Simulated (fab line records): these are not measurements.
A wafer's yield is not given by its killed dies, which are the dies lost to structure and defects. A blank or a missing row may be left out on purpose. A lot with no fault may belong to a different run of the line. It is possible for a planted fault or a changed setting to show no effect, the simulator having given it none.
fab line records	flow n5Finfet
record: lots: 14	wafers: 41	lastDay: 17
route steps=1938 shown HKMG_FIN@399
lots that met no fault: from a run of the same line without faults
startH: the number of hours between the record's first day and the start of the first shown wafer of the lot	waitH: hours since the lot's step before	" as in the row above	L1.1+2: several wafers, shown together as one row	- no value, or no start given	* or withheld: withheld	< > ~ a bound
route shown NAME@n: NAME is a module with steps in the file, n the number in the route of the first one	usual: mean/standard deviation taken from wafers without a fault	same: alike in all rows	chamber/n: place in a boat	sites: readings site by site	_std_site: how widely they spread, as a standard deviation	_edge_site: outer sites' mean less inner sites'	radiusMm: for every site, how far away it sits from the centre of the wafer	mask NAME#n: copy n	behind: the last tool/chamber to shape the wafer	hold: why the lot was held/for how many hours/how that ended	device: names the non-switching transistor (n, p or np)	end of line: tests run on the same wafers once the route is complete	a step with no rows: only its recipe	killed: at the first sort, the dies lost to defects and structure; wafer yield is something else	map: per-die view of a wafer (x killed, . not killed, _ where there is no die)
set.NAME: the run value of the setting; set.NAME@STEP: its run value at that earlier step	model.NAME: the simulator's own value behind a step, which no gauge read
route steps across a sampled set of lots; one table per step, one row per wafer
services: when a tool's chamber went out of use (startH, in hours from the record's first day, below 0 if earlier), for how many hours, and the reason
== steps ==
step: N5_HKMG_FIN_OVL_MEAS_50
recipe: pointsPerWafer: 44
usual: NDIPOLE_OVL: 0.0/0.98
lot.wafer	tool	chamber	startH	waitH	NDIPOLE_OVL[nm]
L225.1	overlay-02	0	78.46	0.0	-1.2
L225.2	"	0	"	"	-0.1
L225.4	"	0	"	"	-0.1
L227.1	overlay-02	0	89.40	0.0	-0.4
L227.4	"	0	"	"	-0.2
L227.6	"	0	"	"	0.2
L229.3	overlay-02	0	104.63	0.0	0.2
L229.4	"	0	"	"	-0.9
L229.6	"	0	"	"	0.3
L230.1	overlay-01	0	109.10	0.0	1.5
L230.2	"	0	"	"	0.2
L230.6	"	0	"	"	-0.3
L231.3	overlay-01	0	113.93	0.0	-0.3
L231.5	"	0	"	"	-0.6
L231.6	"	0	"	"	0.5
L232.1	overlay-01	0	120.32	0.0	-1.3
L232.3	"	0	"	"	-1.0
L232.6	"	0	"	"	-0.7
L233.2	overlay-01	0	125.33	0.0	0.7
L233.5	"	0	"	"	0.5
L233.6	"	0	"	"	2.3
L234.1	overlay-02	0	137.45	0.0	0.6
L234.2	"	0	"	"	0.4
L234.5	"	0	"	"	0.0
L238.1	overlay-01	0	159.20	0.0	0.6
L238.4	"	0	"	"	-0.9
L238.5	"	0	"	"	-0.1
L239.1	overlay-01	0	164.72	0.0	-0.3
L239.2	"	0	"	"	-0.9
L239.6	"	0	"	"	0.1
L240.3	overlay-02	0	171.17	0.0	-1.4
L240.6	"	0	"	"	0.9
L245.3	overlay-02	0	199.19	0.0	-0.2
L245.5	"	0	"	"	-1.4
L245.6	"	0	"	"	-1.1
L246.1	overlay-01	0	206.08	0.0	1.0
L246.4	"	0	"	"	1.6
L246.5	"	0	"	"	0.1
L247.3	overlay-02	0	210.61	0.0	-0.8
L247.4	"	0	"	"	1.1
L247.5	"	0	"	"	-0.5
step: N5_HKMG_FIN_ETCH_54
recipe: chemistry: CF4	target: SiARC	targetDepthA: 455	maskMaterial: CAR-ArF	timeS: 75.8	ionEnergyEv: 80	pressureMtorr: 40	sourceW: 545	biasW: 36	Ar_flow_sccm: 100	cf4FlowSccm: 100	ends: cleared
usual: chamberPressureMTorr: 40.01/0.033	drypumpMotorCurrentA: 5.5/0.41	etchRfOnTimeS: 75.1/1.9	mfcArSccm: 99.99/0.26	oesProductAu: 0.69/0.085	rfVppV: 184.3/1.2	showerheadPlenumPTorr: 2.16/0.063	throttleValvePct: 15.62/0.25
lot.wafer	tool	chamber	startH	waitH	chamberPressureMTorr	drypumpMotorCurrentA	etchRfOnTimeS	mfcArSccm	oesProductAu	rfHoursCounterH	rfVppV	showerheadPlenumPTorr	throttleValvePct
L225.1	rieDiel-03	0	78.56	0.0	39.99	5.4	74.4	99.90	0.63	200	183.1	2.04	15.66
L225.2	"	1	"	"	40.04	6.2	70.9	100.15	0.63	196	184.1	2.14	16.09
L225.4	"	3	"	"	39.91	6.2	72.0	100.02	0.77	46	185.1	2.18	15.38
L227.1	rieDiel-06	3	89.50	0.0	40.04	4.9	79.1	100.16	0.57	256	184.2	2.10	16.17
L227.4	"	3	"	"	40.04	4.9	78.5	100.17	0.58	-	183.5	2.10	16.17
L227.6	"	1	"	"	40.04	5.3	76.0	99.89	0.62	-	186.4	2.22	15.87
L229.3	rieDiel-02	2	104.72	0.0	40.03	5.7	74.4	99.91	0.79	16	183.5	2.10	15.48
L229.4	"	2	"	"	40.02	5.7	74.8	99.46	0.78	-	183.7	2.10	15.50
L229.6	"	3	"	"	39.99	5.1	74.2	100.47	0.75	-	184.9	2.19	15.48
L230.1	rieDiel-06	2	109.19	0.0	40.01	5.4	75.3	99.32	0.85	3	187.8	2.28	15.15
L230.2	"	0	"	"	40.04	5.8	77.4	100.14	0.61	192	183.2	2.12	15.53
L230.6	"	1	"	"	40.04	5.3	76.6	100.39	0.61	-	184.6	2.22	15.88
L231.3	rieDiel-06	2	114.02	0.0	39.98	5.4	73.7	99.55	0.85	5	185.4	2.28	15.13
L231.5	"	2	"	"	40.02	5.4	75.2	99.63	0.83	-	186.1	2.28	15.15
L231.6	"	0	"	"	39.98	5.8	77.0	100.01	0.61	-	185.1	2.12	15.53
L232.1	rieDiel-06	3	120.41	0.0	39.99	4.9	77.1	100.57	0.82	1	184.7	2.10	15.64
L232.3	"	1	"	"	40.04	5.3	74.8	100.22	0.61	183	183.7	2.22	15.90
L232.6	"	1	"	"	40.01	5.3	75.2	99.81	0.61	-	182.7	2.22	15.88
L233.2	rieDiel-02	2	125.42	0.0	39.98	5.7	74.0	99.83	0.78	27	183.4	2.09	15.52
L233.5	"	3	"	"	40.06	5.1	74.1	100.37	0.74	-	184.4	2.18	15.51
L233.6	"	0	"	"	40.05	5.2	71.9	99.90	0.88	-	183.1	2.11	15.39
L234.1	rieDiel-03	2	137.54	0.0	40.01	5.5	75.9	99.82	0.66	116	186.3	2.24	15.65
L234.2	"	1	"	"	40.05	6.2	71.3	100.16	0.63	216	184.5	2.13	16.14
L234.5	"	1	"	"	40.00	6.2	71.6	100.07	0.62	-	183.2	2.13	16.14
L238.1	rieDiel-03	0	159.29	0.0	40.01	5.4	75.3	99.97	0.61	226	183.5	2.03	15.70
L238.4	"	3	"	"	40.02	6.2	73.1	99.62	0.74	71	184.5	2.18	15.43
L238.5	"	3	"	"	40.00	6.2	73.6	100.03	0.73	-	184.5	2.18	15.42
L239.1	rieDiel-03	2	164.81	0.0	40.03	5.5	75.5	99.90	0.66	125	185.1	2.23	15.67
L239.2	"	1	"	"	40.03	6.2	71.1	99.62	0.62	223	182.4	2.13	16.15
L239.6	"	2	"	"	40.01	5.5	75.1	100.26	0.66	-	185.7	2.23	15.67
L240.3	rieDiel-02	3	171.81	0.0	39.99	5.0	73.9	99.56	0.72	53	184.3	2.18	15.55
L240.6	"	3	"	"	40.03	5.1	74.7	99.56	0.73	-	185.6	2.18	15.54
L245.3	rieDiel-06	2	199.32	0.0	40.01	5.4	75.2	99.80	0.79	28	185.3	2.27	15.19
L245.5	"	0	"	"	39.98	5.8	77.8	99.90	0.59	-	183.6	2.11	15.58
L245.6	"	3	"	"	39.97	4.9	77.8	100.13	0.76	-	183.2	2.09	15.68
L246.1	rieDiel-06	2	206.17	0.0	39.97	5.4	75.4	99.94	0.78	31	184.8	2.27	15.18
L246.4	"	3	"	"	39.96	4.9	78.1	100.00	0.75	26	182.8	2.09	15.69
L246.5	"	1	"	"	40.01	5.3	75.6	99.87	0.59	-	185.4	2.21	15.93
L247.3	rieDiel-06	2	210.70	0.0	40.00	5.4	75.8	100.17	0.78	33	185.2	2.27	15.19
L247.4	"	3	"	"	40.09	4.9	78.5	99.76	0.75	27	183.5	2.09	15.68
L247.5	"	3	"	"	40.05	4.9	78.0	99.89	0.75	-	182.8	2.09	15.70
step: N5_HKMG_FIN_PWFM_ALD_03
recipe: material: TiN	targetThkA: 20	tempC: 400	aldPrecursorFamily: TiCl4	aldCoReactant: NH3	pulseTimeS: 1	purgeTimeS: 3	coReactantPurgeTimeS: 2	coReactantPulseTimeS: 2	aldCycles: 91	pressureTorr: 3
usual: heaterPowerW: 921/120	precursorPulseHeightRel: 1.000/0.021
same: pulseTimeS: 1
lot.wafer	tool	chamber	startH	waitH	heaterPowerW	precursorPulseHeightRel
L225.1	aldMetal-04	3	81.00	0.0	924	1.005
L225.2	"	2	"	"	769	0.963
L225.4	"	1	"	"	868	0.975
L227.1	aldMetal-02	0	91.96	0.0	944	1.026
L227.4	"	2	"	"	954	1.009
L227.6	"	2	"	"	976	0.994
L229.3	aldMetal-02	1	107.14	0.0	831	0.983
L229.4	"	2	"	"	970	0.994
L229.6	"	2	"	"	988	1.015
L230.1	aldMetal-01	1	111.77	0.0	789	1.003
L230.2	"	3	"	"	962	1.007
L230.6	"	0	"	"	963	1.025
L231.3	aldMetal-02	3	116.51	0.0	1024	0.992
L231.5	"	0	"	"	959	1.034
L231.6	"	3	"	"	1015	1.000
L232.1	aldMetal-04	0	122.92	0.0	928	0.983
L232.3	"	1	"	"	876	1.020
L232.6	"	3	"	"	936	0.991
L233.2	aldMetal-01	1	128.09	0.0	788	0.976
L233.5	"	2	"	"	1270	1.014
L233.6	"	3	"	"	929	0.983
L234.1	aldMetal-01	0	140.08	0.0	962	0.992
L234.2	"	1	"	"	793	1.011
L234.5	"	3	"	"	947	1.029
L238.1	aldMetal-02	0	161.87	0.0	974	1.023
L238.4	"	2	"	"	993	0.973
L238.5	"	3	"	"	1020	0.992
L239.1	aldMetal-04	3	167.26	0.0	917	0.981
L239.2	"	1	"	"	861	0.979
L239.6	"	0	"	"	907	1.009
L240.3	aldMetal-02	1	174.33	0.0	840	0.994
L240.6	"	1	"	"	845	0.952
L245.3	aldMetal-04	0	201.77	0.0	900	0.991
L245.5	"	0	"	"	934	1.000
L245.6	"	2	"	"	774	1.014
L246.1	aldMetal-01	1	208.58	0.0	790	0.988
L246.4	"	3	"	"	950	1.018
L246.5	"	0	"	"	928	1.034
L247.3	aldMetal-04	3	213.30	0.0	963	1.019
L247.4	"	1	"	"	879	1.010
L247.5	"	3	"	"	950	1.014
step: N5_HKMG_FIN_EXPOSE_09
recipe: maskId: NWFM	na: 1.35	sourceShape: conventional	sigmaOuter: 0.8	polarization: unpolarized	doseMj: 39.25
usual: exposureDoseMJCm2: 39.22/0.035	focusOffsetNm: -0.2/0.51
lot.wafer	tool	chamber	startH	waitH	mask	exposureDoseMJCm2	focusOffsetNm
L225.1	arfiScanner-02	0	81.59	-	NWFM#0	39.22	-0.6
L225.2	"	0	"	"	NWFM#0	39.25	-0.6
L225.4	"	0	"	"	NWFM#0	39.24	-0.1
L227.1	arfiScanner-03	0	92.67	-	NWFM#0	39.19	-0.7
L227.4	"	0	"	"	NWFM#0	39.22	-0.3
L227.6	"	0	"	"	NWFM#0	39.19	0.2
L229.3	arfiScanner-02	0	107.86	-	NWFM#0	39.32	-1.2
L229.4	"	0	"	"	NWFM#0	39.27	-0.8
L229.6	"	0	"	"	NWFM#0	39.29	-0.2
L230.1	arfiScanner-01	0	112.48	-	NWFM#0	39.21	0.1
L230.2	"	0	"	"	NWFM#0	39.26	0.1
L230.6	"	0	"	"	NWFM#0	39.19	-0.5
L231.3	arfiScanner-01	0	117.11	-	NWFM#0	39.26	-0.3
L231.5	"	0	"	"	NWFM#0	39.21	0.4
L231.6	"	0	"	"	NWFM#0	39.24	-0.1
L232.1	arfiScanner-01	0	123.51	-	NWFM#0	39.25	-0.6
L232.3	"	0	"	"	NWFM#0	39.23	-0.4
L232.6	"	0	"	"	NWFM#0	39.22	-0.5
L233.2	arfiScanner-03	0	128.81	-	NWFM#0	39.21	-0.4
L233.5	"	0	"	"	NWFM#0	39.24	-0.4
L233.6	"	0	"	"	NWFM#0	39.21	-0.1
L234.1	arfiScanner-01	0	140.79	-	NWFM#0	39.19	-0.5
L234.2	"	0	"	"	NWFM#0	39.20	0.7
L234.5	"	0	"	"	NWFM#0	39.15	-0.1
L238.1	arfiScanner-03	-	162.58	-	NWFM#0	-	-
L238.4	"	-	"	"	NWFM#0	-	-
L238.5	"	-	"	"	NWFM#0	-	-
L239.1	arfiScanner-03	-	167.84	-	NWFM#0	-	-
L239.2	"	-	"	"	NWFM#0	-	-
L239.6	"	-	"	"	NWFM#0	-	-
L240.3	arfiScanner-01	0	175.06	-	NWFM#0	39.23	0.4
L240.6	"	0	"	"	NWFM#0	39.22	0.3
L245.3	arfiScanner-03	0	202.50	-	NWFM#0	39.17	-0.3
L245.5	"	0	"	"	NWFM#0	39.28	-0.1
L245.6	"	0	"	"	NWFM#0	39.21	0.1
L246.1	arfiScanner-01	0	209.29	-	NWFM#0	39.23	0.1
L246.4	"	0	"	"	NWFM#0	39.20	-0.8
L246.5	"	0	"	"	NWFM#0	39.20	-0.3
L247.3	arfiScanner-01	0	213.90	-	NWFM#0	39.22	-0.5
L247.4	"	0	"	"	NWFM#0	39.20	-0.3
L247.5	"	0	"	"	NWFM#0	39.28	0.4
== services ==
tool	chamber	startH	hours	kind
arfiScanner-03	-	58.93	1.0	pm
arfiScanner-01	-	68.17	2.1	repair
aldMetal-04	-	71.26	0.6	repair
arfiScanner-03	-	91.69	0.8	pm
arfiScanner-01	-	93.51	1.3	pm
arfiScanner-01	-	97.71	1.2	repair
arfiScanner-03	-	98.97	1.3	pm
arfiScanner-03	-	109.23	4.2	repair
aldMetal-04	-	111.78	6.0	pm
arfiScanner-03	-	117.78	3.0	pm
aldMetal-02	-	120.90	2.0	repair
rieDiel-06	1	126.45	1.2	repair
arfiScanner-01	-	136.27	1.0	pm
aldMetal-02	-	139.38	8.7	pm
aldMetal-04	1	150.24	13.8	repair
arfiScanner-03	-	171.05	4.9	pm
aldMetal-04	3	173.96	39.0	repair
aldMetal-02	-	175.93	6.0	pm
rieDiel-06	-	178.23	14.6	pm
arfiScanner-03	-	180.31	1.0	pm
arfiScanner-01	-	202.33	1.0	pm
arfiScanner-01	-	204.05	2.6	repair
rieDiel-06	2	210.88	4.2	repair
arfiScanner-01	-	211.77	0.8	pm
== key ==
firstSign: step: N5_HKMG_FIN_EXPOSE_09	reading: toolRecord	direction: missing
effect none on later readings
metAt N5_HKMG_FIN_EXPOSE_09
struckLots L238,L239
laterRowsLeftOut L238.1,L238.4,L238.5,L239.1,L239.2,L239.6
sortLeftOut L238.1,L238.4,L238.5,L239.1,L239.2,L239.6
notActingAt N5_HKMG_FIN_OVL_MEAS_50,N5_HKMG_FIN_ETCH_54,N5_HKMG_FIN_PWFM_ALD_03
onsetBetween 128.81 162.58
fault: kind: skippedStepWhole	tool: arfiScanner-03	chamber: -	onsetH: 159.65	steps: N5_HKMG_FIN_EXPOSE_09	scope: struckLotsOnly
sortLeftOut: the simulated sort isn't trusted on such a fault, so these wafers' sort isn't shown, and their yield isn't known
laterRowsLeftOut: the simulator's readings of these wafers behind a module that went badly wrong aren't trusted and aren't shown, but for the sort
